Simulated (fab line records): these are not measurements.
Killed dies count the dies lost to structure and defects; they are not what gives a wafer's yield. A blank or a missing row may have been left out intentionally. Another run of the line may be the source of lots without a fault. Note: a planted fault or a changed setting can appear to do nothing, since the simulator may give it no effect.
Which of the tools did it? | flow n5Finfet | 24 lots with 72 wafers sampled at 4 steps, on a route of 1938 steps

== WHAT THE GAUGES READ, wafer by wafer ==
N5_START_INSPECT_01: inspects for defects (unpatterned scan). Usual: rawDefectCount 5.6, standard deviation 2.4.
lot  | measured    | on               | rawDefectCount | flag
L074 | day 1 12:02 | defectInspect-01 | 11 2 8         | 
L075 | day 1 18:02 | defectInspect-02 | 9 8 4          | 
L076 | day 2 00:02 | defectInspect-02 | 4 1 6          | 
L077 | day 2 06:02 | defectInspect-02 | 2 3 5          | 
L078 | day 2 12:02 | defectInspect-01 | 6 3 7          | 
L079 | day 2 18:02 | defectInspect-02 | 5 6 3          | 
L080 | day 3 00:02 | defectInspect-01 | 8 5 8          | 
L081 | day 3 06:02 | defectInspect-02 | 6 6 5          | 
L082 | day 3 12:02 | defectInspect-02 | 2 5 4          | 
L083 | day 3 18:02 | defectInspect-01 | 8 8 4          | 
L084 | day 4 00:02 | defectInspect-02 | 8 6 5          | 
L085 | day 4 06:02 | defectInspect-01 | 3 4 6          | 
L086 | day 4 12:02 | defectInspect-02 | 10 4 5         | 
L087 | day 4 18:02 | defectInspect-01 | 3 0 7          | 
L088 | day 5 00:02 | defectInspect-01 | 5 3 4          | 
L089 | day 5 06:02 | defectInspect-01 | 7 7 6          | 
L090 | day 5 12:02 | defectInspect-02 | 3 9 8          | 
L091 | day 5 18:02 | defectInspect-01 | 3 5 6          | 
L092 | day 6 00:02 | defectInspect-02 | 4 6 4          | 
L093 | day 6 06:02 | defectInspect-01 | 3 5 4          | 
L094 | day 6 12:02 | defectInspect-01 | 5 8 5          | 
L095 | day 6 18:02 | defectInspect-02 | 5 4 6          | 
L096 | day 7 00:02 | defectInspect-02 | 7 2 7          | 
L097 | day 7 06:02 | defectInspect-01 | 6 2 7          | 

N5_ZERO_LAYER_CD_MEAS_11: the cd target is 2000 nm. Usual: cdNm 1999.4 nm, standard deviation 1.6.
lot  | measured    | on       | cdNm (nm)            | flag
L074 | day 1 12:46 | cdSem-01 | 2000.3 2001.8 1998.9 | 
L075 | day 1 18:40 | cdSem-01 | 1999.8 1999.6 1998.7 | 
L076 | day 2 00:38 | cdSem-03 | 1998.6 1998.5 1999.0 | 
L077 | day 2 06:40 | cdSem-02 | 1997.7 1996.8 1998.3 | 
L078 | day 2 12:41 | cdSem-03 | 1998.4 1996.9 1999.1 | 
L079 | day 2 18:47 | cdSem-02 | 1998.5 1998.6 1999.4 | 
L080 | day 3 00:40 | cdSem-01 | 1997.4 1996.6 1998.8 | 
L081 | day 3 06:40 | cdSem-03 | 1998.6 1999.2 1998.3 | 
L082 | day 3 12:40 | cdSem-03 | 1999.1 1997.7 1999.7 | 
L083 | day 3 18:47 | cdSem-02 | 2001.1 2000.5 2002.5 | 
L084 | day 4 00:39 | cdSem-01 | 1997.1 1995.7 1997.9 | 
L085 | day 4 06:46 | cdSem-01 | 1998.7 1998.8 2001.0 | 
L086 | day 4 12:39 | cdSem-01 | 1999.3 1999.1 1998.2 | 
L087 | day 4 19:40 | cdSem-01 | 2000.5 2000.9 2002.9 | 
L088 | day 5 00:46 | cdSem-02 | 1999.1 2000.7 1998.8 | 
L089 | day 5 06:46 | cdSem-02 | 2003.5 2000.9 1999.2 | 
L090 | day 5 12:40 | cdSem-01 | 1996.7 1997.5 2000.6 | 
L091 | day 5 18:48 | cdSem-01 | 1998.6 1999.6 1997.2 | 
L092 | day 6 00:47 | cdSem-03 | 2000.6 2001.0 2001.7 | 
L093 | day 6 06:47 | cdSem-03 | 2000.1 1998.0 1997.7 | 
L094 | day 6 12:47 | cdSem-01 | 1999.7 2001.4 2002.4 | 
L095 | day 6 18:48 | cdSem-02 | 2000.2 2000.7 2000.8 | 
L096 | day 7 00:46 | cdSem-03 | 2002.1 2001.7 2001.4 | 
L097 | day 7 06:38 | cdSem-01 | 2000.5 2000.4 1999.0 | 

N5_WELL_APT_INSPECT_10: inspects for defects (macro). Usual: rawDefectCount 1.9, standard deviation 1.3.
lot  | measured    | on               | rawDefectCount | flag
L074 | day 1 13:44 | defectInspect-02 | 3 1 4          | 
L075 | day 1 19:46 | defectInspect-02 | 1 3 5          | 
L076 | day 2 01:44 | defectInspect-01 | 2 3 6          | 
L077 | day 2 07:47 | defectInspect-01 | 1 2 1          | 
L078 | day 2 13:48 | defectInspect-02 | 2 3 2          | 
L079 | day 2 19:53 | defectInspect-01 | 4 3 2          | 
L080 | day 3 01:41 | defectInspect-02 | 0 2 2          | 
L081 | day 3 07:46 | defectInspect-01 | 1 0 2          | 
L082 | day 3 13:44 | defectInspect-02 | 2 6 2          | 
L083 | day 3 19:45 | defectInspect-02 | 1 0 3          | 
L084 | day 4 01:44 | defectInspect-02 | 3 0 3          | 
L085 | day 4 07:46 | defectInspect-01 | 1 2 3          | 
L086 | day 4 13:46 | defectInspect-01 | 3 2 0          | 
L087 | day 4 20:57 | defectInspect-01 | 0 2 2          | 
L088 | day 5 03:08 | defectInspect-02 | 0 4 0          | 
L089 | day 5 08:34 | defectInspect-02 | 3 2 1          | 
L090 | day 5 13:52 | defectInspect-02 | 3 1 1          | 
L091 | day 5 19:55 | defectInspect-02 | 2 2 1          | 
L092 | day 6 01:46 | defectInspect-01 | 2 2 1          | 
L093 | day 6 08:37 | defectInspect-01 | 2 2 0          | 
L094 | day 6 13:47 | defectInspect-01 | 2 3 1          | 
L095 | day 6 20:00 | defectInspect-02 | 0 1 3          | 
L096 | day 7 01:52 | defectInspect-02 | 6 2 4          | 
L097 | day 7 07:45 | defectInspect-02 | 1 3 1          | 

== TOOL THAT RAN EACH LOT (tool first, then ch and the chambers of the sampled wafers, then the start) ==
lot  | N5_ZERO_LAYER_STRIP_24
L074 | plasmaAsher-02 ch 0,1, day 1 13:02
L075 | plasmaAsher-01 ch 0,1, day 1 19:02
L076 | plasmaAsher-02 ch 0,1, day 2 00:53
L077 | plasmaAsher-02 ch 0,1, day 2 06:55
L078 | plasmaAsher-01 ch 0,1, day 2 12:58
L079 | plasmaAsher-02 ch 0,1, day 2 19:02
L080 | plasmaAsher-02 ch 0,1, day 3 00:56
L081 | plasmaAsher-01 ch 0,1, day 3 06:55
L082 | plasmaAsher-01 ch 0,1, day 3 13:00
L083 | plasmaAsher-02 ch 0, day 3 19:02
L084 | plasmaAsher-02 ch 0,1, day 4 00:54
L085 | plasmaAsher-01 ch 1, day 4 07:01
L086 | plasmaAsher-02 ch 0,1, day 4 12:56
L087 | plasmaAsher-01 ch 0,1, day 4 20:07
L088 | plasmaAsher-02 ch 0,1, day 5 02:17
L089 | plasmaAsher-02 ch 0,1, day 5 07:51
L090 | plasmaAsher-01 ch 0, day 5 13:07
L091 | plasmaAsher-01 ch 0,1, day 5 19:10
L092 | plasmaAsher-01 ch 0,1, day 6 01:02
L093 | plasmaAsher-02 ch 1, day 6 07:52
L094 | plasmaAsher-02 ch 0,1, day 6 13:02
L095 | plasmaAsher-02 ch 0,1, day 6 19:08
L096 | plasmaAsher-02 ch 0,1, day 7 01:01
L097 | plasmaAsher-01 ch 0,1, day 7 06:54
- N5_ZERO_LAYER_STRIP_24: strips in O2.

== WHAT THE TOOLS THEMSELVES READ (means of the sampled wafers that have a number; where no wafer has one, the mark that the record gives instead) ==
N5_ZERO_LAYER_STRIP_24. Usual: drypumpMotorCurrentA 6.18 A, standard deviation 0.3; heaterPowerW 317 W, standard deviation 16; oesProductAu 0.647 a.u., standard deviation 0.0048; stripTimeToEndpointS 43.88 s, standard deviation 0.073.
lot  | tool           | drypumpMotorCurrentA (A) | heaterPowerW (W) | oesProductAu (a.u.) | stripTimeToEndpointS (s) | flag
L074 | plasmaAsher-02 | 6.43                     | 325              | 0.647               | 43.92                    | 
L075 | plasmaAsher-01 | 5.83                     | 310              | 0.645               | 43.91                    | 
L076 | plasmaAsher-02 | 6.44                     | 326              | 0.646               | 43.77                    | 
L077 | plasmaAsher-02 | 6.44                     | 324              | 0.646               | 43.90                    | 
L078 | plasmaAsher-01 | 5.78                     | 308              | 0.644               | 43.93                    | 
L079 | plasmaAsher-02 | 6.42                     | 329              | 0.644               | 43.91                    | 
L080 | plasmaAsher-02 | 6.41                     | 327              | 0.648               | 43.89                    | 
L081 | plasmaAsher-01 | 5.86                     | 299              | 0.646               | 43.83                    | 
L082 | plasmaAsher-01 | 5.86                     | 299              | 0.647               | 43.97                    | 
L083 | plasmaAsher-02 | 6.38                     | 329              | 0.647               | 43.96                    | 
L084 | plasmaAsher-02 | 6.41                     | 325              | 0.651               | 43.99                    | 
L085 | plasmaAsher-01 | 5.88                     | 291              | 0.645               | 43.81                    | 
L086 | plasmaAsher-02 | 6.46                     | 332              | 0.648               | 43.84                    | 
L087 | plasmaAsher-01 | 5.81                     | 307              | 0.649               | 43.93                    | 
L088 | plasmaAsher-02 | 6.42                     | 329              | 0.654               | 43.86                    | 
L089 | plasmaAsher-02 | 6.44                     | 330              | 0.648               | 43.78                    | 
L090 | plasmaAsher-01 | 5.76                     | 313              | 0.643               | 43.83                    | 
L091 | plasmaAsher-01 | 5.87                     | 296              | 0.646               | 43.86                    | 
L092 | plasmaAsher-01 | 5.86                     | 298              | 0.646               | 43.84                    | 
L093 | plasmaAsher-02 | 6.44                     | 323              | 0.646               | 43.92                    | 
L094 | plasmaAsher-02 | 6.39                     | 327              | 0.643               | 43.89                    | 
L095 | plasmaAsher-02 | 6.39                     | 329              | 0.642               | 43.94                    | 
L096 | plasmaAsher-02 | 6.43                     | 324              | 0.646               | 43.92                    | 
L097 | plasmaAsher-01 | 5.85                     | 297              | 0.649               | 43.91                    | 

== THE ANSWER, worked out from the rows above alone ==
Rule: take the mean of a lot's wafers that have a number; if it is more than 3 standard deviations from the usual mean, the lot is off. A lot without any number at a reading at which 4 lots or more have one is off too. Any other lot the step has rows for is counted as sound. After the gauges, taken in route order, come the tools' own readings; for these a lot's mean is taken, as printed above. The first step at which some lot is off is used, and at that step the reading that is off furthest; a lot without a number counts as furthest.
None of the lots is off at any reading shown; this tells nothing.

== WHAT THE SIMULATOR PUT IN ==
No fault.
